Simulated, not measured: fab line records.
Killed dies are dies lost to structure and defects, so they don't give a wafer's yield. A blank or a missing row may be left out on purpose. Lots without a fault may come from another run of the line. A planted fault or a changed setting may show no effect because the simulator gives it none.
A struck lot beside a sound one ; flow nand harc ; 24 out of 1302 route steps
Sound: wafers L646.1, L646.2, L646.5. The struck wafers were L642.1, L642.3, L642.4. The cause is given at the end.
Each step with rows lists, per side, the tool, then ch with its chambers, then its first start. Under that, the readings that differ: sound wafers ; struck wafers ; difference of the means ; sigmas: that difference in standard deviations of wafers without a fault.
alike: readings whose means differ by less than 2 such deviations, and words and numbers that are the same on both sides. not compared: withheld readings, readings that some wafer has no value for, bounds like >300 that may hide the same value, and numbers for which the record gives no deviation and whose values overlap.
The two part at a step that has a row with sigmas, a row that says differs or no value, or rows on one side only. Numbers that don't overlap but have no deviation are shown without sigmas and don't part them. A reading that every wafer of one side lacks parts them only if that side has two wafers or more.

first, 4 steps without rows for these wafers: NHARC_P_GATE_PRECLEAN_71 (cleans in SC1); NHARC_P_GATE_SRD_72; NHARC_P_GATE_OXIDE_16 (material SiO2, target thk 3 nm, ox time 392 s); NHARC_P_GATE_CVD_17 (deposits poly-Si, target thk 150 nm, time 900 s).
NHARC_P_GATE_HM_DEP_102: deposits aC, target thk 120 nm.
  sound on acl dep-02 ch 0, day 13 04:56; struck on acl dep-03 ch 0, day 11 14:29
  alike: throttle valve pct
NHARC_P_GATE_DEP_103: deposits SiON, target thk 30 nm.
  sound on pecvd-02 ch 0,1,2, day 13 05:37; struck on pecvd-04 ch 0,1,2, day 11 15:10
  alike: heater power w
then, 6 steps without rows for these wafers: NHARC_P_GATE_DEHYDRATE_18 (time 120 s); NHARC_P_GATE_HMDS_19 (time 30 s); NHARC_P_GATE_COAT_20 (resist thk 90 nm); NHARC_P_GATE_SOFTBAKE_21 (time 55 s); NHARC_P_GATE_EBR_22; NHARC_P_GATE_EXPOSE_23 (exposes mask P GATE, target cd 120 nm).
NHARC_P_GATE_PEB_24: peb time 65 s.
  sound on litho track-01 ch 0, day 13 06:11; struck on litho track-06 ch 0, day 11 15:37
reading;sound;struck;difference;sigmas
heater power total W (W);157.1 156.5 156.2;155.1 154.5 154.9;-1.8;-4
plate temp C (C);99.96 99.90 99.83;99.15 99.31 99.17;-0.69;-5
  alike: exhaust pa
then, 1 step without rows for these wafers: NHARC_P_GATE_DEVELOP_25 (develop time 35 s).
NHARC_P_GATE_CD_MEAS_26: target cd 120 nm.
  sound on cd sem-03 ch 0, day 13 06:16; struck on cd sem-03 ch 0, day 11 15:42
reading;sound;struck;difference;sigmas
cd nm (nm);119.6 119.2 119.8;122.9 122.7 123.5;+3.5;+8
NHARC_P_GATE_OVL_MEAS_27:
  sound on overlay-01, day 13 06:22; struck on overlay-02, day 11 15:47
  alike: overlay x nm, overlay y nm
NHARC_P_GATE_INSPECT_28:
  sound on defect inspect-02, day 13 06:24; struck on defect inspect-02, day 11 15:49
  alike: raw defect count
NHARC_P_GATE_DESCUM_31: chemistry O2, time 3 s.
  sound on rie diel-08 ch 0,3, day 13 06:28; struck on rie diel-08 ch 0,2,3, day 11 15:53
reading;sound;struck;difference;sigmas
model.P_GATE.cd nm (nm);120.1 120 120.1;123.2 122.6 123.4;+3.0;
  alike: drypump motor current A, oes product au, rf vpp V, showerhead plenum p Torr, throttle valve pct
  not compared: rf hours counter h
then, 1 step without rows for these wafers: NHARC_P_GATE_ETCH_104 (etches the open film in CF4/CHF3, target depth 60 nm).
NHARC_P_GATE_HM_OPEN_105: chemistry O2/COS, target depth 360 nm.
  sound: rie diel-08 ch 2,3; struck: rie diel-08 ch 0,1,3
  alike: cos flow sccm, drypump motor current A, oes product au, rf vpp V, showerhead plenum p Torr, throttle valve pct
  not compared: rf hours counter h
then, 1 step without rows for these wafers: NHARC_P_GATE_STRIP_106 (strips in O2/COS).
NHARC_P_GATE_ETCH_114: etches the open film in CF4/O2, target depth 30 nm, overetch 3 nm, time 16.5 s.
  sound: rie diel-08 ch 1,2; struck: rie diel-08 ch 0,1,3
  alike: drypump motor current A, oes_f_703_au, oes product au, rf vpp V, showerhead plenum p Torr, throttle valve pct
  not compared: rf hours counter h
NHARC_P_GATE_ETCH_32: etches the open film in HBr/Cl2, target depth 150 nm, time 100.1 s.
  sound on rie si-03 ch 1,3, day 13 06:56; struck on rie si-03 ch 0,1,2, day 11 16:21
  alike: drypump motor current A, oes product au, throttle valve pct
  not compared: rf hours counter h, model.P_GATE.cd nm
NHARC_P_GATE_STRIP_108: strips in O2.
  sound on rie diel-08 ch 0,3, day 13 07:06; struck on rie diel-08 ch 1,2,3, day 11 16:31
  alike: drypump motor current A, oes product au, rf vpp V, showerhead plenum p Torr, throttle valve pct
  not compared: rf hours counter h

== WHERE THEY PART ==
At NHARC_P_GATE_PEB_24 first; at NHARC_P_GATE_CD_MEAS_26 last (within this record only). Later steps at which nothing parts them and some readings are alike: NHARC_P_GATE_OVL_MEAS_27, NHARC_P_GATE_INSPECT_28, NHARC_P_GATE_DESCUM_31, NHARC_P_GATE_HM_OPEN_105, NHARC_P_GATE_ETCH_114, NHARC_P_GATE_ETCH_32, NHARC_P_GATE_STRIP_108.

WHY: whatever the simulator had introduced
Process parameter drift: litho track-06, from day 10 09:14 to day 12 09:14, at NHARC_P_GATE_PEB_24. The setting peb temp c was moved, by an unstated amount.
